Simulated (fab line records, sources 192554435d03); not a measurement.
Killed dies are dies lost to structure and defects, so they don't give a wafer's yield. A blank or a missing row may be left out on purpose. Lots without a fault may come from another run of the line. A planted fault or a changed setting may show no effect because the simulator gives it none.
Which tool did it? | flow n5_finfet | 24 lots, 72 wafers sampled, at 6 steps of a route of 1938

WHAT THE GAUGES READ, wafer by wafer
The record holds no reading of a measuring or inspecting step that can be judged against a usual standard deviation.

WHICH TOOL RAN EACH LOT (tool, then ch and the chambers of the sampled wafers, then the start)
lot  | N5_BEOL_M1_DESCUM_16               | N5_BEOL_M1_HM_OPEN_17             | N5_BEOL_M1_SURFACE_TREAT_85  | N5_BEOL_M1_ANNEAL_89         | N5_BEOL_M1_ANNEAL_91         | N5_BEOL_M1_ANNEAL_95
L074 | rie_diel-03 ch 0,1, day 5 22:50    | rie_metal-01 ch 0,1, day 5 23:07  | pvd_sputter-02, day 6 04:57  | pvd_sputter-02, day 6 06:31  | pvd_sputter-02, day 6 06:44  | pvd_sputter-02, day 6 07:10
L075 | rie_diel-03 ch 2,3, day 6 08:00    | rie_metal-03 ch 0,1, day 6 08:17  | pvd_sputter-01, day 6 14:37  | pvd_sputter-02, day 6 16:04  | pvd_sputter-02, day 6 16:17  | pvd_sputter-02, day 6 16:43
L076 | rie_diel-03 ch 1,2,3, day 6 18:59  | rie_metal-01 ch 0,1, day 6 19:14  | pvd_sputter-01, day 6 23:38  | pvd_sputter-03, day 7 00:56  | pvd_sputter-03, day 7 01:09  | pvd_sputter-03, day 7 01:35
L077 | rie_diel-03 ch 0,1,3, day 6 19:26  | rie_metal-03 ch 0,1, day 6 19:40  | pvd_sputter-03, day 6 23:53  | pvd_sputter-01, day 7 01:16  | pvd_sputter-01, day 7 01:29  | pvd_sputter-01, day 7 01:56
L078 | rie_diel-01 ch 0,1, day 7 03:41    | rie_metal-02 ch 0,1, day 7 03:56  | pvd_sputter-02, day 7 07:05  | pvd_sputter-01, day 7 08:21  | pvd_sputter-01, day 7 08:34  | pvd_sputter-01, day 7 09:01
L079 | rie_diel-01 ch 0,1, day 7 08:16    | rie_metal-01 ch 1, day 7 08:31    | pvd_sputter-01, day 7 11:09  | pvd_sputter-02, day 7 12:20  | pvd_sputter-02, day 7 12:33  | pvd_sputter-02, day 7 12:59
L080 | rie_diel-01 ch 2,3, day 7 17:58    | rie_metal-02 ch 0,1, day 7 18:13  | pvd_sputter-02, day 7 21:42  | pvd_sputter-03, day 7 22:56  | pvd_sputter-03, day 7 23:10  | pvd_sputter-03, day 7 23:36
L081 | rie_diel-03 ch 0,1,2, day 7 18:08  | rie_metal-01 ch 0,1, day 7 18:23  | pvd_sputter-02, day 8 00:35  | pvd_sputter-03, day 8 01:47  | pvd_sputter-03, day 8 02:00  | pvd_sputter-03, day 8 02:26
L083 | rie_diel-01 ch 1,2,3, day 8 00:59  | rie_metal-01 ch 0,1, day 8 01:14  | pvd_sputter-02, day 8 07:53  | pvd_sputter-02, day 8 09:12  | pvd_sputter-02, day 8 09:25  | pvd_sputter-02, day 8 09:52
L082 | rie_diel-04 ch 0,1,3, day 8 03:37  | rie_metal-02 ch 0,1, day 8 03:52  | pvd_sputter-02, day 8 08:02  | pvd_sputter-03, day 8 09:25  | pvd_sputter-03, day 8 09:39  | pvd_sputter-03, day 8 10:08
L084 | rie_diel-01 ch 1,2,3, day 8 14:10  | rie_metal-03 ch 0,1, day 8 14:25  | pvd_sputter-03, day 8 19:53  | pvd_sputter-01, day 8 21:17  | pvd_sputter-01, day 8 21:30  | pvd_sputter-01, day 8 21:56
L085 | rie_diel-04 ch 0,2,3, day 8 23:49  | rie_metal-01 ch 0,1, day 9 00:04  | pvd_sputter-03, day 9 03:13  | pvd_sputter-03, day 9 04:23  | pvd_sputter-03, day 9 04:37  | pvd_sputter-03, day 9 05:03
L086 | rie_diel-03 ch 0,2,3, day 9 07:07  | rie_metal-01 ch 0,1, day 9 07:22  | pvd_sputter-01, day 9 10:16  | pvd_sputter-01, day 9 11:27  | pvd_sputter-01, day 9 11:40  | pvd_sputter-01, day 9 12:07
L087 | rie_diel-03 ch 0,2, day 9 13:13    | rie_metal-02 ch 0,1, day 9 13:28  | pvd_sputter-01, day 9 16:37  | pvd_sputter-02, day 9 17:54  | pvd_sputter-02, day 9 18:07  | pvd_sputter-02, day 9 18:34
L088 | rie_diel-01 ch 0,1,2, day 9 21:47  | rie_metal-03 ch 0,1, day 9 22:04  | pvd_sputter-03, day 10 00:45 | pvd_sputter-02, day 10 02:16 | pvd_sputter-02, day 10 02:29 | pvd_sputter-02, day 10 02:55
L089 | rie_diel-04 ch 0,1,2, day 10 04:00 | rie_metal-03 ch 0,1, day 10 04:15 | pvd_sputter-03, day 10 06:38 | pvd_sputter-03, day 10 08:03 | pvd_sputter-03, day 10 08:16 | pvd_sputter-03, day 10 08:43
L091 | rie_diel-04 ch 0,1,2, day 10 07:27 | rie_metal-03 ch 0,1, day 10 07:41 | pvd_sputter-02, day 10 12:59 | pvd_sputter-02, day 10 14:11 | pvd_sputter-02, day 10 14:25 | pvd_sputter-02, day 10 14:51
L090 | rie_diel-04 ch 2,3, day 10 07:40   | rie_metal-01 ch 0, day 10 07:55   | pvd_sputter-02, day 10 15:27 | pvd_sputter-02, day 10 16:39 | pvd_sputter-02, day 10 16:52 | pvd_sputter-02, day 10 17:19
L092 | rie_diel-03 ch 0,1,3, day 11 01:46 | rie_metal-02 ch 0,1, day 11 02:01 | pvd_sputter-02, day 11 04:32 | pvd_sputter-03, day 11 05:43 | pvd_sputter-03, day 11 05:56 | pvd_sputter-03, day 11 06:23
L093 | rie_diel-01 ch 0,1, day 11 01:52   | rie_metal-03 ch 0, day 11 02:07   | pvd_sputter-02, day 11 04:23 | pvd_sputter-01, day 11 05:34 | pvd_sputter-01, day 11 05:47 | pvd_sputter-01, day 11 06:13
L094 | rie_diel-03 ch 0,2, day 11 01:59   | rie_metal-02 ch 0,1, day 11 02:14 | pvd_sputter-03, day 11 04:33 | pvd_sputter-02, day 11 05:48 | pvd_sputter-02, day 11 06:01 | pvd_sputter-02, day 11 06:28
L095 | rie_diel-03 ch 1,2,3, day 11 12:03 | rie_metal-03 ch 0, day 11 12:23   | pvd_sputter-02, day 11 19:47 | pvd_sputter-01, day 11 21:02 | pvd_sputter-01, day 11 21:16 | pvd_sputter-01, day 11 21:42
L096 | rie_diel-04 ch 1,2, day 11 12:28   | rie_metal-03 ch 0, day 11 12:44   | pvd_sputter-02, day 11 19:31 | pvd_sputter-02, day 11 20:47 | pvd_sputter-02, day 11 21:00 | pvd_sputter-02, day 11 21:26
L097 | rie_diel-01 ch 0,1,3, day 11 19:54 | rie_metal-01 ch 0,1, day 11 20:18 | pvd_sputter-01, day 12 00:58 | pvd_sputter-02, day 12 02:14 | pvd_sputter-02, day 12 02:28 | pvd_sputter-02, day 12 02:54
- N5_BEOL_M1_DESCUM_16: chemistry O2, time 7 s.
- N5_BEOL_M1_HM_OPEN_17: chemistry Cl2/BCl3, target TiN, target depth 20 nm, overetch 6 nm.
- N5_BEOL_M1_SURFACE_TREAT_85
- N5_BEOL_M1_ANNEAL_89: time 240 s.
- N5_BEOL_M1_ANNEAL_91: time 240 s.
- N5_BEOL_M1_ANNEAL_95: time 240 s.

WHAT THE TOOLS THEMSELVES READ (means of the sampled wafers that have a number; where no wafer has one, the mark that the record gives instead)
N5_BEOL_M1_DESCUM_16. Usual: drypump_motor_current_A 5.6 A, standard deviation 0.32; oes_product_au 0.76 a.u., standard deviation 0.055; rf_vpp_V 241.8 V, standard deviation 1.6; showerhead_plenum_p_Torr 2.02 Torr, standard deviation 0.087; throttle_valve_pct 20.34 %, standard deviation 0.17.
lot  | tool        | drypump_motor_current_A (A) | oes_product_au (a.u.) | rf_vpp_V (V) | showerhead_plenum_p_Torr (Torr) | throttle_valve_pct (%) | flag
L074 | rie_diel-03 | 5.6                         | 0.82                  | 241.1        | 1.98                            | 20.39                  |
L075 | rie_diel-03 | 5.3                         | 0.75                  | 241.6        | 1.97                            | 20.35                  |
L076 | rie_diel-03 | 5.6                         | 0.80                  | 240.7        | 1.99                            | 20.32                  |
L077 | rie_diel-03 | 5.6                         | 0.81                  | 242.2        | 1.99                            | 20.39                  |
L078 | rie_diel-01 | 5.8                         | 0.80                  | 243.5        | 2.15                            | 20.14                  |
L079 | rie_diel-01 | 5.8                         | 0.80                  | 244.2        | 2.15                            | 20.15                  |
L080 | rie_diel-01 | 5.7                         | 0.79                  | 243.7        | 2.05                            | 20.22                  |
L081 | rie_diel-03 | 5.7                         | 0.81                  | 241.3        | 1.98                            | 20.33                  |
L083 | rie_diel-01 | 5.8                         | 0.76                  | 243.1        | 2.07                            | 20.28                  |
L082 | rie_diel-04 | 5.4                         | 0.73                  | 241.5        | 2.03                            | 20.44                  |
L084 | rie_diel-01 | 5.7                         | 0.76                  | 243.1        | 2.07                            | 20.29                  |
L085 | rie_diel-04 | 5.7                         | 0.73                  | 241.2        | 2.00                            | 20.29                  |
L086 | rie_diel-03 | 5.4                         | 0.74                  | 240.2        | 1.95                            | 20.40                  |
L087 | rie_diel-03 | 5.4                         | 0.76                  | 240.0        | 1.93                            | 20.36                  |
L088 | rie_diel-01 | 5.8                         | 0.77                  | 243.7        | 2.14                            | 20.16                  |
L089 | rie_diel-04 | 5.4                         | 0.71                  | 241.6        | 1.99                            | 20.50                  |
L091 | rie_diel-04 | 5.4                         | 0.71                  | 240.5        | 1.99                            | 20.50                  |
L090 | rie_diel-04 | 5.9                         | 0.75                  | 240.4        | 1.95                            | 20.27                  |
L092 | rie_diel-03 | 5.6                         | 0.78                  | 241.7        | 1.98                            | 20.42                  |
L093 | rie_diel-01 | 5.8                         | 0.77                  | 243.1        | 2.14                            | 20.18                  |
L094 | rie_diel-03 | 5.5                         | 0.75                  | 240.4        | 1.93                            | 20.44                  |
L095 | rie_diel-03 | 5.6                         | 0.76                  | 240.6        | 1.98                            | 20.35                  |
L096 | rie_diel-04 | 5.6                         | 0.72                  | 240.6        | 1.94                            | 20.48                  |
L097 | rie_diel-01 | 5.7                         | 0.75                  | 242.3        | 2.07                            | 20.33                  |

N5_BEOL_M1_HM_OPEN_17. Usual: drypump_motor_current_A 5.7 A, standard deviation 0.56; oes_product_au 0.59 a.u., standard deviation 0.083; throttle_valve_pct 22.14 %, standard deviation 0.24.
lot  | tool         | drypump_motor_current_A (A) | oes_product_au (a.u.) | throttle_valve_pct (%) | flag
L074 | rie_metal-01 | 6.2                         | 0.64                  | 21.96                  |
L075 | rie_metal-03 | 5.6                         | 0.55                  | 22.34                  |
L076 | rie_metal-01 | 5.7                         | 0.57                  | 22.10                  |
L077 | rie_metal-03 | 5.6                         | 0.54                  | 22.36                  |
L078 | rie_metal-02 | 5.4                         | 0.67                  | 21.97                  |
L079 | rie_metal-01 | 5.2                         | 0.52                  | 22.25                  |
L080 | rie_metal-02 | 5.5                         | 0.60                  | 21.95                  |
L081 | rie_metal-01 | 5.7                         | 0.56                  | 22.12                  |
L083 | rie_metal-01 | 5.7                         | 0.57                  | 22.11                  |
L082 | rie_metal-02 | 5.5                         | 0.60                  | 21.94                  |
L084 | rie_metal-03 | 5.6                         | 0.53                  | 22.36                  |
L085 | rie_metal-01 | 6.2                         | 0.63                  | 21.97                  |
L086 | rie_metal-01 | 6.3                         | 0.62                  | 21.97                  |
L087 | rie_metal-02 | 5.5                         | 0.60                  | 21.94                  |
L088 | rie_metal-03 | 5.5                         | 0.55                  | 22.38                  |
L089 | rie_metal-03 | 5.6                         | 0.54                  | 22.37                  |
L091 | rie_metal-03 | 5.6                         | 0.53                  | 22.37                  |
L090 | rie_metal-01 | 6.8                         | 0.68                  | 21.84                  |
L092 | rie_metal-02 | 5.5                         | 0.59                  | 21.96                  |
L093 | rie_metal-03 | 5.4                         | 0.55                  | 22.43                  |
L094 | rie_metal-02 | 5.5                         | 0.59                  | 21.95                  |
L095 | rie_metal-03 | 5.4                         | 0.54                  | 22.45                  |
L096 | rie_metal-03 | 5.4                         | 0.54                  | 22.43                  |
L097 | rie_metal-01 | 5.7                         | 0.76                  | 22.01                  |

N5_BEOL_M1_ANNEAL_89. Usual: heater_power_w 869 W, standard deviation 110; susceptor_temp_C 400.01 C, standard deviation 0.21.
lot  | tool           | heater_power_w (W) | susceptor_temp_C (C) | flag
L074 | pvd_sputter-02 | 835                | 399.86               |
L075 | pvd_sputter-02 | 799                | 399.97               |
L076 | pvd_sputter-03 | 876                | 400.07               |
L077 | pvd_sputter-01 | 887                | 399.94               |
L078 | pvd_sputter-01 | 858                | 400.09               |
L079 | pvd_sputter-02 | 827                | 400.24               |
L080 | pvd_sputter-03 | 881                | 399.85               |
L081 | pvd_sputter-03 | 943                | 399.96               |
L083 | pvd_sputter-02 | 743                | 399.89               |
L082 | pvd_sputter-03 | 897                | 399.96               |
L084 | pvd_sputter-01 | 905                | 400.07               |
L085 | pvd_sputter-03 | 948                | 400.09               |
L086 | pvd_sputter-01 | 848                | 399.85               |
L087 | pvd_sputter-02 | 792                | 400.00               |
L088 | pvd_sputter-02 | 736                | 400.35               |
L089 | pvd_sputter-03 | 992                | 400.04               |
L091 | pvd_sputter-02 | 745                | 400.13               |
L090 | pvd_sputter-02 | 841                | 399.73               |
L092 | pvd_sputter-03 | 1017               | 400.04               |
L093 | pvd_sputter-01 | 914                | 400.02               |
L094 | pvd_sputter-02 | 847                | 399.99               |
L095 | pvd_sputter-01 | 919                | 400.25               |
L096 | pvd_sputter-02 | 840                | 399.75               |
L097 | pvd_sputter-02 | 843                | 400.07               |

N5_BEOL_M1_ANNEAL_91. Usual: heater_power_w 870 W, standard deviation 110; susceptor_temp_C 400.01 C, standard deviation 0.21.
lot  | tool           | heater_power_w (W) | susceptor_temp_C (C) | flag
L074 | pvd_sputter-02 | 850                | 399.97               |
L075 | pvd_sputter-02 | 793                | 400.07               |
L076 | pvd_sputter-03 | 875                | 400.08               |
L077 | pvd_sputter-01 | 897                | 400.07               |
L078 | pvd_sputter-01 | 862                | 399.96               |
L079 | pvd_sputter-02 | 836                | 399.93               |
L080 | pvd_sputter-03 | 877                | 399.81               |
L081 | pvd_sputter-03 | 948                | 400.14               |
L083 | pvd_sputter-02 | 747                | 399.92               |
L082 | pvd_sputter-03 | 881                | 399.81               |
L084 | pvd_sputter-01 | 910                | 400.03               |
L085 | pvd_sputter-03 | 956                | 399.76               |
L086 | pvd_sputter-01 | 853                | 400.13               |
L087 | pvd_sputter-02 | 783                | 400.09               |
L088 | pvd_sputter-02 | 745                | 400.10               |
L089 | pvd_sputter-03 | 993                | 399.94               |
L091 | pvd_sputter-02 | 747                | 400.28               |
L090 | pvd_sputter-02 | 835                | 400.13               |
L092 | pvd_sputter-03 | 1020               | 399.92               |
L093 | pvd_sputter-01 | 901                | 400.01               |
L094 | pvd_sputter-02 | 846                | 400.07               |
L095 | pvd_sputter-01 | 910                | 400.00               |
L096 | pvd_sputter-02 | 839                | 399.88               |
L097 | pvd_sputter-02 | 854                | 399.81               |

N5_BEOL_M1_ANNEAL_95. Usual: heater_power_w 870 W, standard deviation 110; susceptor_temp_C 400.02 C, standard deviation 0.23.
lot  | tool           | heater_power_w (W) | susceptor_temp_C (C) | flag
L074 | pvd_sputter-02 | 846                | 400.38               |
L075 | pvd_sputter-02 | 803                | 400.21               |
L076 | pvd_sputter-03 | 897                | 399.97               |
L077 | pvd_sputter-01 | 898                | 400.07               |
L078 | pvd_sputter-01 | 870                | 399.94               |
L079 | pvd_sputter-02 | 817                | 399.80               |
L080 | pvd_sputter-03 | 895                | 400.26               |
L081 | pvd_sputter-03 | 946                | 400.02               |
L083 | pvd_sputter-02 | 747                | 399.94               |
L082 | pvd_sputter-03 | 880                | 400.28               |
L084 | pvd_sputter-01 | 917                | 400.28               |
L085 | pvd_sputter-03 | 941                | 400.01               |
L086 | pvd_sputter-01 | 853                | 400.02               |
L087 | pvd_sputter-02 | 795                | 399.91               |
L088 | pvd_sputter-02 | 735                | 399.59               |
L089 | pvd_sputter-03 | 979                | 400.10               |
L091 | pvd_sputter-02 | 747                | 399.92               |
L090 | pvd_sputter-02 | 845                | 400.12               |
L092 | pvd_sputter-03 | 1026               | 400.03               |
L093 | pvd_sputter-01 | 933                | 399.90               |
L094 | pvd_sputter-02 | 835                | 399.89               |
L095 | pvd_sputter-01 | 912                | 399.99               |
L096 | pvd_sputter-02 | 823                | 399.90               |
L097 | pvd_sputter-02 | 847                | 400.17               |

THE ANSWER, worked out from the rows above alone
Rule: a lot is off if the mean of its wafers that have a number lies more than 3 standard deviations from the usual mean. A lot without any number at a reading at which 4 lots or more have one is off too. The other lots that the step has rows for count as sound. The gauges are gone through in route order, then the tools' own readings, and for those a lot's mean is taken as printed above. The first step at which some lot is off is used, and at that step the reading that is off furthest; a lot without a number counts as furthest.
No lot is off at any reading shown: from this, nothing can be told.

WHAT THE SIMULATOR HAD PUT IN
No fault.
